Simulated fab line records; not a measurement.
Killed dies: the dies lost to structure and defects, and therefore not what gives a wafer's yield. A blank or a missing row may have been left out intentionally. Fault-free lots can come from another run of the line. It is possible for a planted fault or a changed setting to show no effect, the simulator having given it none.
fab line records	flow n5-finfet
record lots=15	wafers=43	last-day=17
route steps=1938 shown BEOL_M6@1198
lots that met no fault: taken from a fault-free run of the same line
start-h: hours from the record's first day to the start of the lot's first wafer shown	wait-h: hours since the lot's step before	" identical to the entry in the row above	L1.1+2: several wafers, shown together as one row	- either no value or no given start	* or withheld: withheld	< > ~ a bound
route shown NAME@n: a module of which the file shows steps, and the number in the route of the first	usual: mean/standard deviation of fault-free wafers	same: alike in all rows	chamber/n: place in a boat	sites: per-site readings	_std_site: their standard deviation	_edge_site: outer sites' mean less inner sites'	radius-mm: for every site, how far away it sits from the centre of the wafer	mask NAME#n: copy n	behind: the last tool/chamber to shape the wafer	hold: the reason the lot was held/the length of the hold in hours/how it ended	device: the n, p or np transistor that did not switch	end of line: tests run on the same wafers once the route is complete	a step without rows: its recipe alone	killed: dies that structure and defects cost at the first sort, which is not the same as the wafer's yield	map: per-die view of a wafer (x killed, . not killed, _ where there is no die)
set.NAME: the setting the step ran with; set.NAME@STEP: the setting that earlier step ran with	model.NAME: the simulator's own value behind a step, which no gauge read
the route's steps for a sample of lots (tables are steps, rows are wafers)
services: the hour from which a tool's chamber was out of use, counted from the record's first day as start-h (under 0 if before that day), plus the number of hours and why
## steps
# step N5_BEOL_M6_HM_DEP_02
# recipe material=TiN	target-thk-a=200	temp-c=25	chamber-pressure-pa=0.49996
# usual throttle-valve-pct=30.2/1.3
lot.wafer	tool	chamber	start-h	wait-h	throttle-valve-pct
L461.2	pvd-sputter-02	-	189.03	1.7	31.3
L461.3	"	-	"	"	28.5
L461.5	"	-	"	"	30.2
L462.3	pvd-sputter-02	-	189.13	1.5	31.4
L462.5	"	-	"	"	30.4
L462.6	"	-	"	"	31.4
L465.1	pvd-sputter-01	-	202.98	1.7	28.9
L465.5	"	-	"	"	29.2
L466.4	pvd-sputter-03	-	211.39	0.3	33.2
L466.5	"	-	"	"	29.6
L466.6	"	-	"	"	33.0
L468.1	pvd-sputter-03	-	219.45	2.3	32.1
L468.2	"	-	"	"	33.0
L468.6	"	-	"	"	30.0
L467.2	pvd-sputter-02	-	221.04	0.7	31.3
L467.3	"	-	"	"	30.4
L467.4	"	-	"	"	30.4
L470.4	pvd-sputter-03	-	228.72	0.9	29.3
L470.5	"	-	"	"	29.3
L470.6	"	-	"	"	33.2
L469.1	pvd-sputter-01	-	237.85	0.9	28.8
L469.4	"	-	"	"	29.1
L469.6	"	-	"	"	29.0
L471.4	pvd-sputter-02	-	239.95	1.1	28.5
L471.5	"	-	"	"	28.8
L471.6	"	-	"	"	30.4
L472.1	pvd-sputter-01	-	244.01	0.7	30.8
L472.4	"	-	"	"	29.0
L472.5	"	-	"	"	28.9
L478.2	pvd-sputter-03	-	291.07	1.9	29.5
L478.3	"	-	"	"	29.9
L478.5	"	-	"	"	29.6
L481.2	pvd-sputter-01	-	298.29	1.9	29.2
L481.4	"	-	"	"	28.7
L481.5	"	-	"	"	31.1
L479.2	pvd-sputter-02	-	298.34	1.6	28.8
L479.4	"	-	"	"	31.6
L479.6	"	-	"	"	30.6
L482.2	pvd-sputter-01	-	301.79	1.2	28.9
L482.3	"	-	"	"	29.3
L482.4	"	-	"	"	28.6
L483.2	pvd-sputter-02	-	319.20	3.2	30.7
L483.3	"	-	"	"	31.4
# step N5_BEOL_M6_STRIP_67
# recipe chemistry=CF4	resist=SiARC	power-w=300	bias-power-w=75	pressure-mtorr=50	cf4-flow-sccm=150	rf-frequency-hz=6e+07
# usual chamber-pressure-mTorr=49.99/0.047	drypump-motor-current-A=5.6/0.45	oes-product-au=0.81/0.092	rf-vpp-V=271.0/1.9	showerhead-plenum-p-Torr=1.79/0.074	throttle-valve-pct=13.5/0.35
lot.wafer	tool	chamber	start-h	wait-h	chamber-pressure-mTorr	drypump-motor-current-A	oes-product-au	rf-hours-counter-h	rf-vpp-V	showerhead-plenum-p-Torr	throttle-valve-pct
L461.2	rie-diel-05	0	189.85	0.0	50.03	5.8	0.93	16	269.9	1.75	13.2
L461.3	"	3	"	"	49.97	5.9	0.80	106	274.4	1.87	13.4
L461.5	"	0	"	"	49.99	5.8	0.94	-	271.0	1.75	13.2
L462.3	rie-diel-05	0	190.28	0.0	49.91	5.8	0.94	16	269.7	1.75	13.2
L462.5	"	3	"	"	49.97	5.9	0.80	-	273.6	1.87	13.4
L462.6	"	0	"	"	50.00	5.8	0.93	-	269.3	1.75	13.2
L465.1	rie-diel-04	0	204.45	0.0	50.00	5.5	0.92	23	269.8	1.80	13.0
L465.5	"	2	"	"	49.94	6.1	0.69	-	268.9	1.70	14.0
L466.4	rie-diel-04	3	213.08	0.0	49.97	5.4	0.95	6	274.1	1.89	13.1
L466.5	"	0	"	"	50.00	5.5	0.93	-	270.8	1.80	13.0
L466.6	"	1	"	"	50.02	4.9	0.71	-	270.4	1.72	13.9
L468.1	rie-diel-04	1	220.53	0.0	49.93	4.9	0.72	203	270.4	1.72	13.9
L468.2	"	3	"	"	49.91	5.3	0.96	9	272.3	1.88	13.1
L468.6	"	1	"	"	49.99	4.9	0.72	-	269.2	1.72	13.9
L467.2	rie-diel-03	3	221.74	0.0	50.03	5.3	0.71	222	271.9	1.80	13.9
L467.3	"	1	"	"	50.02	6.0	0.75	148	270.8	1.73	13.9
L467.4	"	0	"	"	49.93	5.5	0.85	59	273.3	1.89	13.3
L470.4	rie-diel-03	2	229.54	0.0	50.03	5.2	0.77	141	269.9	1.72	13.5
L470.5	"	1	"	"	49.92	6.1	0.75	-	269.8	1.73	13.9
L470.6	"	2	"	"	49.97	5.2	0.78	-	268.4	1.72	13.6
L469.1	rie-diel-03	3	238.67	0.0	50.06	5.4	0.71	227	270.6	1.80	14.0
L469.4	"	1	"	"	49.94	6.0	0.74	153	270.2	1.73	13.9
L469.6	"	1	"	"	50.01	6.0	0.74	-	269.0	1.73	14.0
L471.4	rie-diel-03	1	240.77	0.0	50.03	6.0	0.74	154	270.6	1.73	13.9
L471.5	"	1	"	"	49.91	6.0	0.75	-	269.3	1.73	13.9
L471.6	"	0	"	"	50.10	5.5	0.84	-	273.8	1.89	13.3
L472.1	rie-diel-04	0	244.83	0.0	50.00	5.5	0.90	37	272.6	1.80	13.1
L472.4	"	2	"	"	49.97	6.2	0.69	241	270.6	1.69	14.0
L472.5	"	2	"	"	49.95	6.2	0.69	-	268.4	1.69	14.0
L478.2	rie-diel-05	1	291.96	0.0	50.03	6.5	0.90	33	273.3	1.90	13.6
L478.3	"	2	"	"	50.06	6.3	0.71	224	270.3	1.71	13.6
L478.5	"	0	"	"	50.02	5.8	0.87	-	271.5	1.74	13.3
L481.2	rie-diel-05	1	299.23	0.0	50.02	6.5	0.89	35	270.3	1.90	13.6
L481.4	"	0	"	"	50.07	5.8	0.87	-	269.6	1.74	13.3
L481.5	"	3	"	"	49.97	6.0	0.78	-	272.3	1.86	13.5
L479.2	rie-diel-04	3	299.38	0.0	50.02	5.3	0.87	43	273.3	1.88	13.2
L479.4	"	1	"	"	49.99	4.9	0.69	-	270.1	1.71	14.0
L479.6	"	3	"	"	49.89	5.3	0.88	-	272.7	1.88	13.2
L482.2	rie-diel-03	0	302.67	0.0	50.06	5.5	0.81	85	273.7	1.88	13.3
L482.3	"	2	"	"	49.99	5.2	0.74	170	269.6	1.71	13.6
L482.4	"	1	"	"	50.04	6.0	0.73	-	269.9	1.73	14.0
L483.2	rie-diel-04	1	320.19	0.0	50.05	4.9	0.69	246	269.1	1.71	14.0
L483.3	"	2	"	"	50.01	6.2	0.92	9	273.4	1.90	13.4
# step N5_BEOL_M6_EXPOSE_25
# recipe mask-id=V5	na=0.33	source-shape=annular	sigma-inner=0.4	sigma-outer=0.8	polarization=unpolarized	target-cd-nm=40	dose-mj=45
# usual exposure-dose-mJ-cm2=45.2/0.33	focus-offset-nm=0.1/0.57	sigma-outer=0.8/0
lot.wafer	tool	chamber	start-h	wait-h	mask	exposure-dose-mJ-cm2	focus-offset-nm	sigma-outer
L462.3	euv-scanner-01	0	192.41	-	V5#0	44.9	-0.1	0.8
L462.5	"	0	"	"	V5#0	45.0	1.0	0.8
L462.6	"	0	"	"	V5#0	44.9	1.2	0.8
L461.2	euv-scanner-01	0	192.62	-	V5#0	44.9	0.4	0.8
L461.3	"	0	"	"	V5#0	44.9	1.0	0.8
L461.5	"	0	"	"	V5#0	44.9	0.5	0.8
L465.1	euv-scanner-02	0	204.86	-	V5#0	45.6	-0.9	0.8
L465.5	"	0	"	"	V5#0	45.6	0.1	0.8
L466.4	euv-scanner-01	0	215.17	-	V5#0	44.8	0.0	0.8
L466.5	"	0	"	"	V5#0	44.9	0.4	0.8
L466.6	"	0	"	"	V5#0	44.9	0.2	0.8
L468.1	euv-scanner-02	0	221.38	-	V5#0	45.5	-0.4	0.8
L468.2	"	0	"	"	V5#0	45.5	0.9	0.8
L468.6	"	0	"	"	V5#0	45.5	0.4	0.8
L467.2	euv-scanner-02	0	224.24	-	V5#0	45.6	-0.4	0.8
L467.3	"	0	"	"	V5#0	45.5	0.7	0.8
L467.4	"	0	"	"	V5#0	45.6	0.0	0.8
L470.4	euv-scanner-01	-	230.84	-	V5#0	-	-	-
L470.5	"	-	"	"	V5#0	-	-	-
L470.6	"	-	"	"	V5#0	-	-	-
L469.1	euv-scanner-01	-	239.10	-	V5#0	-	-	-
L469.4	"	-	"	"	V5#0	-	-	-
L469.6	"	-	"	"	V5#0	-	-	-
L471.4	euv-scanner-01	-	241.24	-	V5#0	-	-	-
L471.5	"	-	"	"	V5#0	-	-	-
L471.6	"	-	"	"	V5#0	-	-	-
L472.1	euv-scanner-01	0	245.48	-	V5#0	44.8	-0.1	0.8
L472.4	"	0	"	"	V5#0	44.9	0.5	0.8
L472.5	"	0	"	"	V5#0	44.9	-0.3	0.8
L478.2	euv-scanner-02	0	294.31	-	V5#0	45.6	0.0	0.8
L478.3	"	0	"	"	V5#0	45.6	0.7	0.8
L478.5	"	0	"	"	V5#0	45.5	-0.2	0.8
L481.2	euv-scanner-02	0	301.13	-	V5#0	45.6	-0.4	0.8
L481.4	"	0	"	"	V5#0	45.5	0.6	0.8
L481.5	"	0	"	"	V5#0	45.5	-0.1	0.8
L479.2	euv-scanner-01	0	301.30	-	V5#0	44.8	1.0	0.8
L479.4	"	0	"	"	V5#0	45.0	0.3	0.8
L479.6	"	0	"	"	V5#0	44.9	0.4	0.8
L482.2	euv-scanner-01	0	303.24	-	V5#0	44.8	-0.6	0.8
L482.3	"	0	"	"	V5#0	44.9	0.2	0.8
L482.4	"	0	"	"	V5#0	44.9	0.2	0.8
L483.2	euv-scanner-01	0	325.69	-	V5#0	44.9	0.5	0.8
L483.3	"	0	"	"	V5#0	44.9	-0.6	0.8
# step N5_BEOL_M6_CD_MEAS_28
# recipe target-cd-nm=40	landing-energy-ev=500	detector=se-inlens
# usual cd-nm=40.18/0.27
lot.wafer	tool	chamber	start-h	wait-h	cd-nm
L462.3	cd-sem-01	0	192.53	-	39.75
L462.5	"	0	"	"	40.13
L462.6	"	0	"	"	40.01
L461.2	cd-sem-02	0	192.75	-	39.88
L461.3	"	0	"	"	39.57
L461.5	"	0	"	"	39.75
L465.1	cd-sem-03	0	204.99	-	40.46
L465.5	"	0	"	"	40.82
L466.4	cd-sem-02	0	215.29	-	40.14
L466.5	"	0	"	"	39.98
L466.6	"	0	"	"	40.05
L468.1	cd-sem-03	0	221.51	-	40.53
L468.2	"	0	"	"	40.08
L468.6	"	0	"	"	40.11
L467.2	cd-sem-01	0	224.36	-	40.60
L467.3	"	0	"	"	40.62
L467.4	"	0	"	"	40.57
L470.4	cd-sem-01	0	230.95	-	-
L470.5	"	0	"	"	-
L470.6	"	0	"	"	-
L469.1	cd-sem-02	0	239.24	-	-
L469.4	"	0	"	"	-
L469.6	"	0	"	"	-
L471.4	cd-sem-01	0	241.35	-	-
L471.5	"	0	"	"	-
L471.6	"	0	"	"	-
L472.1	cd-sem-02	0	245.61	-	40.53
L472.4	"	0	"	"	40.11
L472.5	"	0	"	"	40.08
L478.2	cd-sem-01	0	294.43	-	40.17
L478.3	"	0	"	"	39.96
L478.5	"	0	"	"	40.48
L481.2	cd-sem-01	0	301.26	-	40.46
L481.4	"	0	"	"	40.18
L481.5	"	0	"	"	39.95
L479.2	cd-sem-02	0	301.43	-	40.01
L479.4	"	0	"	"	40.12
L479.6	"	0	"	"	39.85
L482.2	cd-sem-01	0	303.37	-	39.65
L482.3	"	0	"	"	39.99
L482.4	"	0	"	"	40.16
L483.2	cd-sem-01	0	325.81	-	40.07
L483.3	"	0	"	"	40.27
## services
tool	chamber	start-h	hours	kind
euv-scanner-01	-	171.22	1.0	pm
rie-diel-04	3	174.86	-	clean
rie-diel-04	3	174.86	-	consumable-replace:focus-ring
rie-diel-04	3	174.86	-	consumable-replace:showerhead
rie-diel-04	3	174.86	20.3	scheduled-down
rie-diel-04	3	174.86	20.3	vent-cycle
euv-scanner-02	-	182.24	1.0	pm
euv-scanner-01	0	182.52	-	calibration
euv-scanner-01	-	200.64	5.8	pm
rie-diel-04	2	201.91	1.7	repair
euv-scanner-02	-	227.20	12.0	pm
euv-scanner-01	-	229.28	1.1	repair
rie-diel-05	3	236.18	4.1	repair
euv-scanner-01	-	239.20	1.0	pm
euv-scanner-02	-	240.21	1.0	pm
rie-diel-03	1	247.14	7.8	repair
euv-scanner-01	-	283.52	1.0	pm
euv-scanner-02	-	291.77	0.7	repair
euv-scanner-01	-	292.75	4.6	pm
rie-diel-05	2	293.13	6.3	repair
euv-scanner-02	-	297.35	1.0	pm
rie-diel-04	0	302.16	21.8	repair
rie-diel-04	-	322.52	0.7	repair
euv-scanner-02	-	324.13	0.5	repair
## key
first-sign step=N5_BEOL_M6_EXPOSE_25	reading=tool-record	direction=missing
effect none on later readings
met-at N5_BEOL_M6_EXPOSE_25
struck-lots L469,L470,L471
later-rows-left-out L469.1,L469.4,L469.6,L470.4,L470.5,L470.6,L471.4,L471.5,L471.6
sort-left-out L469.1,L469.4,L469.6,L470.4,L470.5,L470.6,L471.4,L471.5,L471.6
not-acting-at N5_BEOL_M6_HM_DEP_02,N5_BEOL_M6_STRIP_67,N5_BEOL_M6_CD_MEAS_28
onset-between 215.17 230.84
fault kind=skipped-step-whole	tool=euv-scanner-01	chamber=-	onset-h=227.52	steps=N5_BEOL_M6_EXPOSE_25	scope=struck-lots-only
# sort-left-out: the simulated sort isn't trusted on such a fault, so these wafers' sort isn't shown, and their yield isn't known
# later-rows-left-out: the simulator's readings of these wafers behind a module that went badly wrong aren't trusted and aren't shown, but for the sort
